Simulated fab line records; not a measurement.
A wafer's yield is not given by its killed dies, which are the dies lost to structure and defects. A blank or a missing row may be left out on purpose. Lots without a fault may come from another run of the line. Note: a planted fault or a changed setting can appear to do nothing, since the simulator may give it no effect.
Lot-split experiment || flow n5_finfet || 7 lots, 21 wafers read, on a route of 1938 steps

== ABOUT THE SPLIT ==
At N5_BEOL_M11_TRENCH_ETCH_37 (etches SiCOH lowk in C4F6/O2, target depth 148.83 nm, time 48 s), the setting bias_w was moved away from the recipe's 185 W on 6 of the 21 wafers read, by -14.8% to +17.1%. This setting was run at the recipe's value on the other wafers.

== FROM THE SPLIT TO THE READING: what the file shows between them, 7 steps ==
- N5_BEOL_M11_ETCH_41: etches SiCN in CH3F/O2, target depth 42.6 nm, time 86 s
- N5_BEOL_M11_STRIP_77: strips in N2/H2, time 10 s
- N5_BEOL_M11_ECD_50: material Cu, target thk 318 nm
- N5_BEOL_M11_ANNEAL_51: time 90 s
- N5_BEOL_M11_CMP_52: polishes, stops on SiCOH lowk, t overpolish 7 s, target thk 140 nm
- N5_BEOL_M11_PRE_CLEAN_55: time 15 s
- N5_BEOL_M11_DEP_56: deposits SiCN from 3MS/NH3, target thk 30 nm, time 10.5 s

== THE READING ==
M11_RS in ohm/sq, measured at N5_BEOL_M11_RS_MEAS_57 by four-point-probe. Typical for fault-free wafers on this fab line: 0.153 ohm/sq, with standard deviation 0.0046 ohm/sq.

{"wafer": "L076.4", "tool, chamber at the split": "rie_diel-03, 2", "bias_w as run, W": 185, "against the recipe": "recipe", "M11_RS, ohm/sq": 0.153, "against lot-mates on the recipe": "-"}
{"wafer": "L076.5", "tool, chamber at the split": "rie_diel-03, 0", "bias_w as run, W": 185, "against the recipe": "recipe", "M11_RS, ohm/sq": 0.151, "against lot-mates on the recipe": "-"}
{"wafer": "L076.6", "tool, chamber at the split": "rie_diel-03, 1", "bias_w as run, W": 185, "against the recipe": "recipe", "M11_RS, ohm/sq": 0.152, "against lot-mates on the recipe": "-"}
{"wafer": "L077.1", "tool, chamber at the split": "rie_diel-04, 2", "bias_w as run, W": 185, "against the recipe": "recipe", "M11_RS, ohm/sq": 0.155, "against lot-mates on the recipe": "-"}
{"wafer": "L077.2", "tool, chamber at the split": "rie_diel-04, 1", "bias_w as run, W": 185, "against the recipe": "recipe", "M11_RS, ohm/sq": 0.150, "against lot-mates on the recipe": "-"}
{"wafer": "L077.6", "tool, chamber at the split": "rie_diel-04, 3", "bias_w as run, W": 185, "against the recipe": "recipe", "M11_RS, ohm/sq": 0.156, "against lot-mates on the recipe": "-"}
{"wafer": "L084.1", "tool, chamber at the split": "rie_diel-01, 1", "bias_w as run, W": 216.6, "against the recipe": "+17.1%", "M11_RS, ohm/sq": 0.140, "against lot-mates on the recipe": -0.016}
{"wafer": "L084.2", "tool, chamber at the split": "rie_diel-01, 0", "bias_w as run, W": 216.6, "against the recipe": "+17.1%", "M11_RS, ohm/sq": 0.135, "against lot-mates on the recipe": -0.021}
{"wafer": "L084.3", "tool, chamber at the split": "rie_diel-01, 2", "bias_w as run, W": 185, "against the recipe": "recipe", "M11_RS, ohm/sq": 0.156, "against lot-mates on the recipe": "-"}
{"wafer": "L085.3", "tool, chamber at the split": "rie_diel-03, 1", "bias_w as run, W": 157.7, "against the recipe": "-14.8%", "M11_RS, ohm/sq": 0.168, "against lot-mates on the recipe": "+0.012"}
{"wafer": "L085.5", "tool, chamber at the split": "rie_diel-03, 2", "bias_w as run, W": 185, "against the recipe": "recipe", "M11_RS, ohm/sq": 0.158, "against lot-mates on the recipe": "-"}
{"wafer": "L085.6", "tool, chamber at the split": "rie_diel-03, 1", "bias_w as run, W": 185, "against the recipe": "recipe", "M11_RS, ohm/sq": 0.154, "against lot-mates on the recipe": "-"}
{"wafer": "L090.1", "tool, chamber at the split": "rie_diel-04, 3", "bias_w as run, W": 185, "against the recipe": "recipe", "M11_RS, ohm/sq": 0.144, "against lot-mates on the recipe": "-"}
{"wafer": "L090.2", "tool, chamber at the split": "rie_diel-04, 2", "bias_w as run, W": 185, "against the recipe": "recipe", "M11_RS, ohm/sq": 0.152, "against lot-mates on the recipe": "-"}
{"wafer": "L090.4", "tool, chamber at the split": "rie_diel-04, 1", "bias_w as run, W": 185, "against the recipe": "recipe", "M11_RS, ohm/sq": 0.152, "against lot-mates on the recipe": "-"}
{"wafer": "L093.3", "tool, chamber at the split": "rie_diel-01, 2", "bias_w as run, W": 168.4, "against the recipe": "-9.0%", "M11_RS, ohm/sq": 0.167, "against lot-mates on the recipe": "+0.019"}
{"wafer": "L093.5", "tool, chamber at the split": "rie_diel-01, 3", "bias_w as run, W": 168.4, "against the recipe": "-9.0%", "M11_RS, ohm/sq": 0.166, "against lot-mates on the recipe": "+0.018"}
{"wafer": "L093.6", "tool, chamber at the split": "rie_diel-01, 0", "bias_w as run, W": 185, "against the recipe": "recipe", "M11_RS, ohm/sq": 0.148, "against lot-mates on the recipe": "-"}
{"wafer": "L097.1", "tool, chamber at the split": "rie_diel-04, 3", "bias_w as run, W": 208.1, "against the recipe": "+12.5%", "M11_RS, ohm/sq": 0.141, "against lot-mates on the recipe": -0.009}
{"wafer": "L097.2", "tool, chamber at the split": "rie_diel-04, 1", "bias_w as run, W": 185, "against the recipe": "recipe", "M11_RS, ohm/sq": 0.147, "against lot-mates on the recipe": "-"}
{"wafer": "L097.5", "tool, chamber at the split": "rie_diel-04, 2", "bias_w as run, W": 185, "against the recipe": "recipe", "M11_RS, ohm/sq": 0.153, "against lot-mates on the recipe": "-"}

THE FIT
A straight line over all 21 wafers: M11_RS changes by -0.00102 ohm/sq for each +1% of bias_w; r = -0.90; the points scatter about the line by 0.0037 ohm/sq.
The same after taking each lot's own level away (the mean of its wafers on the recipe; 21 wafers): -0.00113 ohm/sq for each +1%; r = -0.91; scatter 0.0038 ohm/sq.
That fit puts the effect of the largest move of bias_w on the reading at 0.019 ohm/sq.
The span of the lots' own levels, 0.1480 to 0.1560 ohm/sq, comes to 1.7 times the standard deviation stated above.
Hence the lot-to-lot level has little effect on the slope; both slopes agree.
Check: for one of the wafers moved furthest among these (+17.1%), held out of the fit, the line's prediction against its lot-mates is -0.0194 ohm/sq. Against them it came out at -0.016 ohm/sq.
Tool readings at the split's step, against how far the setting was moved: rf_vpp_V r = +0.96.

== FURTHER SPLITS ON THESE WAFERS ==
Note: prior to the reading, these wafers also went through further splits. Each is held against what the fit with the lots' levels taken away leaves over:
{"other split on the same wafers": "N5_BEOL_M9_EXPOSE_08 dose_mj", "wafers away from the commonest value": 7, "r with M11_RS (lot level and that fit taken away)": -0.38}
{"other split on the same wafers": "N5_BEOL_M9_CMP_52 down_force_psi", "wafers away from the commonest value": 8, "r with M11_RS (lot level and that fit taken away)": -0.05}
{"other split on the same wafers": "N5_BEOL_M10_COAT_63 spin_rpm", "wafers away from the commonest value": 8, "r with M11_RS (lot level and that fit taken away)": -0.19}
{"other split on the same wafers": "N5_BEOL_M10_EXPOSE_25 dose_mj", "wafers away from the commonest value": 6, "r with M11_RS (lot level and that fit taken away)": "+0.14"}
{"other split on the same wafers": "N5_BEOL_M11_VIA_ETCH_34 source_w", "wafers away from the commonest value": 8, "r with M11_RS (lot level and that fit taken away)": "+0.06"}

== THE WHOLE CHAIN: every reading that the file lists as answering this split, in the file's order ==
{"step": "N5_BEOL_M11_TRENCH_ETCH_37", "what it does": "etches SiCOH lowk in C4F6/O2, target depth 148.83 nm, time 48 s", "reading": "rf_vpp_V", "change (the file's fit)": "+5.21 V for each +1% of the setting", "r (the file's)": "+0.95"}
{"step": "N5_BEOL_M11_TRENCH_ETCH_37", "what it does": "etches SiCOH lowk in C4F6/O2, target depth 148.83 nm, time 48 s", "reading": "BEOL_M11.feature_depth_nm (the simulator's own value, which no gauge read)", "change (the file's fit)": "+0.838 nm for each +1% of the setting", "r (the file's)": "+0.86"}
{"step": "N5_BEOL_M11_TRENCH_ETCH_37", "what it does": "etches SiCOH lowk in C4F6/O2, target depth 148.83 nm, time 48 s", "reading": "etch.depth_nm (the simulator's own value, which no gauge read)", "change (the file's fit)": "+0.837 nm for each +1% of the setting", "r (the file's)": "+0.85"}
{"step": "N5_BEOL_M11_CMP_52", "what it does": "polishes, stops on SiCOH lowk, t overpolish 7 s, target thk 140 nm", "reading": "Cu_of_BEOL_M11_ECD_50.thk_nm (the simulator's own value, which no gauge read)", "change (the file's fit)": "+0.857 nm for each +1% of the setting", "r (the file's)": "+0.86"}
{"step": "N5_BEOL_M11_RS_MEAS_57", "what it does": "measures by four-point-probe", "reading": "M11_RS", "change (the file's fit)": "-0.00104 for each +1% of the setting", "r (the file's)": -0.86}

== THE FILE'S OWN FIT ==
M11_RS changes by -0.00104 ohm/sq for each +1% of bias_w, r = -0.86.
